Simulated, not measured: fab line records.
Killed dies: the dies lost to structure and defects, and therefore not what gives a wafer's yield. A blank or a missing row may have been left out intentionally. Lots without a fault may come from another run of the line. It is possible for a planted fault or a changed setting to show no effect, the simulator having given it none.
What tool caused it? | flow nand_harc | 72 wafers from 24 lots sampled at 5 of the route's 1159 steps

WHAT EACH GAUGE READ, for each wafer
NHARC_A_CONTACT_OVL_MEAS_43.
lot  | measured     | on         | overlay_x_nm (nm) | overlay_y_nm (nm)
L074 | day 16 17:16 | overlay-01 | 1.0 1.2 1.0       | -0.4 -0.9 -0.5
L075 | day 18 00:11 | overlay-01 | 0.1 0.4 0.0       | 1.0 0.5 0.7
L076 | day 18 04:38 | overlay-01 | -1.1 -0.9 -1.1    | 0.3 1.3 0.7
L077 | day 18 11:06 | overlay-02 | -0.9 -1.1 -1.0    | -0.1 0.5 0.0
L079 | day 18 16:13 | overlay-02 | 0.3 0.2 0.6       | 0.1 0.0 -0.3
L078 | day 18 22:04 | overlay-02 | 0.5 0.4 0.8       | 1.6 1.3 1.8
L082 | day 20 13:52 | overlay-01 | -1.2 -1.0 -1.1    | -0.7 -0.4 -0.5
L083 | day 20 14:30 | overlay-01 | -1.2 -1.1 -1.3    | 1.3 1.1 0.8
L084 | day 20 18:19 | overlay-02 | -1.7 -1.6 -2.0    | -1.1 -0.7 -0.8
L088 | day 20 19:00 | overlay-01 | 0.1 0.3 0.3       | 0.9 0.8 0.7
L080 | day 20 22:46 | overlay-02 | -0.6 -0.5 -0.7    | -0.2 -0.2 -0.6
L085 | day 20 23:40 | overlay-02 | 1.0 1.2 1.2       | 1.1 0.4 1.0
L081 | day 21 11:23 | overlay-01 | 0.2 0.4 0.1       | 2.1 3.1 2.3
L086 | day 21 18:35 | overlay-02 | 1.0 1.2 1.0       | -0.9 -0.5 -0.7
L087 | day 21 22:43 | overlay-01 | -1.0 -0.8 -0.9    | 0.3 -0.4 0.1
L089 | day 22 01:08 | overlay-01 | 0.5 0.6 0.5       | 0.6 0.7 0.6
L091 | day 22 02:03 | overlay-02 | 0.9 0.1 0.4       | 0.8 1.1 1.3
L090 | day 22 04:08 | overlay-01 | -0.8 -0.4 -0.5    | -0.3 0.0 0.0
L092 | day 22 08:16 | overlay-02 | -0.7 0.5 0.1      | -0.2 0.5 0.2
L094 | day 23 05:04 | overlay-02 | -0.1 -0.3 -0.3    | -0.8 -1.1 -0.6
L093 | day 23 05:43 | overlay-01 | 0.2 -0.2 0.0      | -1.0 -0.7 -0.6
L097 | day 23 13:41 | overlay-01 | -0.1 0.1 -0.3     | -0.5 -0.7 -0.6
L096 | day 23 14:55 | overlay-02 | 0.7 -0.5 0.3      | -0.6 -0.5 -0.8
L095 | day 24 00:04 | overlay-02 | 0.1 -0.2 -0.2     | -1.1 -0.6 -0.5

NHARC_A_CONTACT_CD_MEAS_69: the cd target is 200 nm.
lot  | measured     | on        | cd_nm (nm)
L074 | day 17 00:06 | cd_sem-03 | 200.6 200.0 200.0
L075 | day 18 06:57 | cd_sem-02 | 200.1 200.1 200.2
L076 | day 18 11:59 | cd_sem-02 | 200.2 200.8 200.6
L077 | day 18 17:57 | cd_sem-02 | 200.5 200.0 200.1
L079 | day 18 23:35 | cd_sem-02 | 200.2 199.8 199.7
L078 | day 19 04:57 | cd_sem-02 | 200.5 199.6 199.3
L082 | day 20 21:15 | cd_sem-03 | 199.9 199.6 200.0
L083 | day 20 22:02 | cd_sem-03 | 199.8 200.2 199.9
L084 | day 21 07:04 | cd_sem-01 | 200.2 199.9 199.2
L088 | day 21 07:40 | cd_sem-03 | 200.3 199.2 200.1
L080 | day 21 16:24 | cd_sem-03 | 200.5 200.8 199.9
L085 | day 21 16:34 | cd_sem-01 | 200.0 200.0 200.4
L081 | day 22 01:46 | cd_sem-01 | 200.2 200.2 200.5
L086 | day 22 08:14 | cd_sem-03 | 199.6 199.7 199.4
L087 | day 22 09:51 | cd_sem-03 | 200.8 200.5 199.5
L089 | day 22 11:49 | cd_sem-03 | 199.4 199.5 200.0
L091 | day 22 13:57 | cd_sem-03 | 199.7 199.3 199.9
L090 | day 22 14:27 | cd_sem-02 | 199.6 199.1 200.0
L092 | day 22 16:04 | cd_sem-03 | 199.7 199.9 199.4
L094 | day 23 17:04 | cd_sem-03 | 200.0 199.6 200.3
L093 | day 23 19:03 | cd_sem-03 | 200.3 200.1 200.3
L097 | day 23 20:47 | cd_sem-03 | 200.0 200.0 200.1
L096 | day 23 22:40 | cd_sem-03 | 200.1 200.1 200.2
L095 | day 24 07:49 | cd_sem-01 | 200.3 199.4 200.3

TOOL THAT RAN EACH LOT (tool first, then ch and the chambers of the sampled wafers, then the start)
lot  | NHARC_A_CONTACT_ETCH_114             | NHARC_A_CONTACT_ETCH_117             | NHARC_A_CONTACT_STRIP_55
L074 | har_cap_etch-03 ch 0,1, day 16 19:02 | har_cap_etch-03 ch 0,1, day 16 19:19 | rie_diel-04 ch 0,1,2, day 17 00:06 or earlier
L075 | har_cap_etch-01 ch 1, day 18 01:55   | har_cap_etch-01 ch 1, day 18 02:11   | rie_diel-13 ch 1,2, day 18 06:57 or earlier
L076 | har_cap_etch-02 ch 0,1, day 18 06:30 | har_cap_etch-02 ch 0,1, day 18 06:47 | rie_diel-11 ch 0,1,3, day 18 11:59 or earlier
L077 | har_cap_etch-03 ch 0,1, day 18 12:51 | har_cap_etch-03 ch 0,1, day 18 13:08 | rie_diel-13 ch 1,2,3, day 18 17:57 or earlier
L079 | har_cap_etch-01 ch 0,1, day 18 18:22 | har_cap_etch-01 ch 0,1, day 18 18:47 | rie_diel-04 ch 2,3, day 18 23:35 or earlier
L078 | har_cap_etch-01 ch 0,1, day 18 23:49 | har_cap_etch-01 ch 0,1, day 19 00:05 | rie_diel-13 ch 0,1,2, day 19 04:57 or earlier
L082 | har_cap_etch-01 ch 0,1, day 20 15:41 | har_cap_etch-01 ch 0,1, day 20 15:58 | rie_diel-11 ch 1,2, day 20 21:15 or earlier
L083 | har_cap_etch-02 ch 0,1, day 20 16:40 | har_cap_etch-02 ch 0,1, day 20 16:57 | rie_diel-13 ch 0,3, day 20 22:02 or earlier
L084 | har_cap_etch-03 ch 0,1, day 20 20:11 | har_cap_etch-03 ch 0,1, day 20 20:27 | rie_diel-04 ch 0,1,2, day 21 07:04 or earlier
L088 | har_cap_etch-01 ch 0,1, day 20 20:45 | har_cap_etch-01 ch 0,1, day 20 21:01 | rie_diel-11 ch 1,2,3, day 21 07:40 or earlier
L080 | har_cap_etch-01 ch 0,1, day 21 00:57 | har_cap_etch-01 ch 0,1, day 21 01:19 | rie_diel-04 ch 2,3, day 21 16:24 or earlier
L085 | har_cap_etch-02 ch 0,1, day 21 01:46 | har_cap_etch-02 ch 0,1, day 21 02:02 | rie_diel-13 ch 0,1,3, day 21 16:34 or earlier
L081 | har_cap_etch-02 ch 0,1, day 21 13:07 | har_cap_etch-02 ch 0,1, day 21 13:23 | rie_diel-11 ch 0,1,2, day 22 01:46 or earlier
L086 | har_cap_etch-01 ch 0,1, day 21 20:55 | har_cap_etch-01 ch 0,1, day 21 21:11 | rie_diel-04 ch 0,2,3, day 22 08:14 or earlier
L087 | har_cap_etch-02 ch 0,1, day 22 00:51 | har_cap_etch-02 ch 0,1, day 22 01:07 | rie_diel-11 ch 0,1, day 22 09:51 or earlier
L089 | har_cap_etch-03 ch 0,1, day 22 02:53 | har_cap_etch-03 ch 0,1, day 22 03:10 | rie_diel-13 ch 0,1,3, day 22 11:49 or earlier
L091 | har_cap_etch-01 ch 0,1, day 22 03:52 | har_cap_etch-01 ch 0,1, day 22 04:08 | rie_diel-04 ch 0,1,3, day 22 13:57 or earlier
L090 | har_cap_etch-03 ch 0,1, day 22 05:56 | har_cap_etch-03 ch 0,1, day 22 06:12 | rie_diel-11 ch 0,3, day 22 14:27 or earlier
L092 | har_cap_etch-03 ch 0,1, day 22 10:05 | har_cap_etch-03 ch 0,1, day 22 10:21 | rie_diel-04 ch 1,2,3, day 22 16:04 or earlier
L094 | har_cap_etch-02 ch 0,1, day 23 06:48 | har_cap_etch-02 ch 0,1, day 23 07:05 | rie_diel-13 ch 0,3, day 23 17:04 or earlier
L093 | har_cap_etch-01 ch 0,1, day 23 07:29 | har_cap_etch-01 ch 0,1, day 23 07:46 | rie_diel-04 ch 1,3, day 23 19:03 or earlier
L097 | har_cap_etch-02 ch 0,1, day 23 15:31 | har_cap_etch-02 ch 0,1, day 23 15:47 | rie_diel-04 ch 1,3, day 23 20:47 or earlier
L096 | har_cap_etch-01 ch 0,1, day 23 16:39 | har_cap_etch-01 ch 0,1, day 23 16:55 | rie_diel-13 ch 1,2,3, day 23 22:40 or earlier
L095 | har_cap_etch-02 ch 0,1, day 24 02:09 | har_cap_etch-02 ch 0,1, day 24 02:25 | rie_diel-04 ch 0,3, day 24 07:49 or earlier
- NHARC_A_CONTACT_ETCH_114: etches the open film in C4F8/O2/Ar, time 94 s, target depth 922 nm.
- NHARC_A_CONTACT_ETCH_117: etches the open film in C4F8/O2/Ar, time 94 s, target depth 922 nm.
- NHARC_A_CONTACT_STRIP_55: strips in O2.

AS READ BY THE TOOLS THEMSELVES (means over the sampled wafers that have a number; for cases with no such wafer, the mark the record gives instead)
NHARC_A_CONTACT_STRIP_55.
lot  | tool        | drypump_motor_current_A (A) | oes_product_au (a.u.) | rf_vpp_V (V) | showerhead_plenum_p_Torr (Torr) | throttle_valve_pct (%)
L074 | rie_diel-04 | 5.7                         | 1.002                 | 57.5         | 3.43                            | 17.044
L075 | rie_diel-13 | 5.6                         | 1.008                 | 57.4         | 3.35                            | 17.034
L076 | rie_diel-11 | 5.7                         | 1.009                 | 57.4         | 3.42                            | 17.041
L077 | rie_diel-13 | 5.9                         | 1.003                 | 58.3         | 3.50                            | 17.032
L079 | rie_diel-04 | 5.4                         | 0.995                 | 57.6         | 3.49                            | 17.035
L078 | rie_diel-13 | 5.5                         | 1.001                 | 57.8         | 3.43                            | 17.034
L082 | rie_diel-11 | 5.7                         | 1.001                 | 58.1         | 3.50                            | 17.033
L083 | rie_diel-13 | 5.8                         | 0.999                 | 57.7         | 3.63                            | 17.029
L084 | rie_diel-04 | 5.7                         | 0.993                 | 58.2         | 3.43                            | 17.043
L088 | rie_diel-11 | 5.8                         | 1.008                 | 57.3         | 3.46                            | 17.042
L080 | rie_diel-04 | 5.4                         | 1.003                 | 58.1         | 3.49                            | 17.028
L085 | rie_diel-13 | 5.8                         | 0.998                 | 57.7         | 3.58                            | 17.041
L081 | rie_diel-11 | 5.7                         | 1.008                 | 57.3         | 3.41                            | 17.039
L086 | rie_diel-04 | 5.4                         | 1.001                 | 57.2         | 3.44                            | 17.045
L087 | rie_diel-11 | 5.6                         | 0.996                 | 57.7         | 3.45                            | 17.038
L089 | rie_diel-13 | 5.8                         | 1.004                 | 58.7         | 3.58                            | 17.039
L091 | rie_diel-04 | 5.5                         | 1.005                 | 57.2         | 3.44                            | 17.036
L090 | rie_diel-11 | 5.6                         | 1.007                 | 57.6         | 3.33                            | 17.035
L092 | rie_diel-04 | 5.5                         | 0.995                 | 57.1         | 3.50                            | 17.035
L094 | rie_diel-13 | 5.8                         | 1.003                 | 57.7         | 3.62                            | 17.040
L093 | rie_diel-04 | 5.2                         | 1.006                 | 57.6         | 3.52                            | 17.037
L097 | rie_diel-04 | 5.5                         | 1.000                 | 56.9         | 3.50                            | 17.028
L096 | rie_diel-13 | 5.9                         | 1.001                 | 56.6         | 3.48                            | 17.038
L095 | rie_diel-04 | 5.2                         | 0.998                 | 57.4         | 3.45                            | 17.041

THE ANSWER, worked out from the rows above alone
Rule: the lots themselves supply what counts as usual. Put in order of their means at a reading, lots are off if they are a third of the lots or fewer, leave a main group of 4 or more, and stand apart from it by a gap of 3 or more times the standard deviation of the main group's means; of several such gaps the widest counts. A main group whose means are all the same, to the digits that the tables above print for the reading, isn't used. Also off: a lot with no number at a reading for which 4 or more lots have one. Any other lot the step has rows for is counted as sound. After the gauges, taken in route order, come the tools' own readings; for these a lot's mean is taken, as printed above. At the first step where some lot is off, the reading lying furthest off is the one used; lots without a number count as furthest.
No lot is off on any of the readings shown, so nothing can be concluded from this.

WHAT THE SIMULATOR HAD INSERTED
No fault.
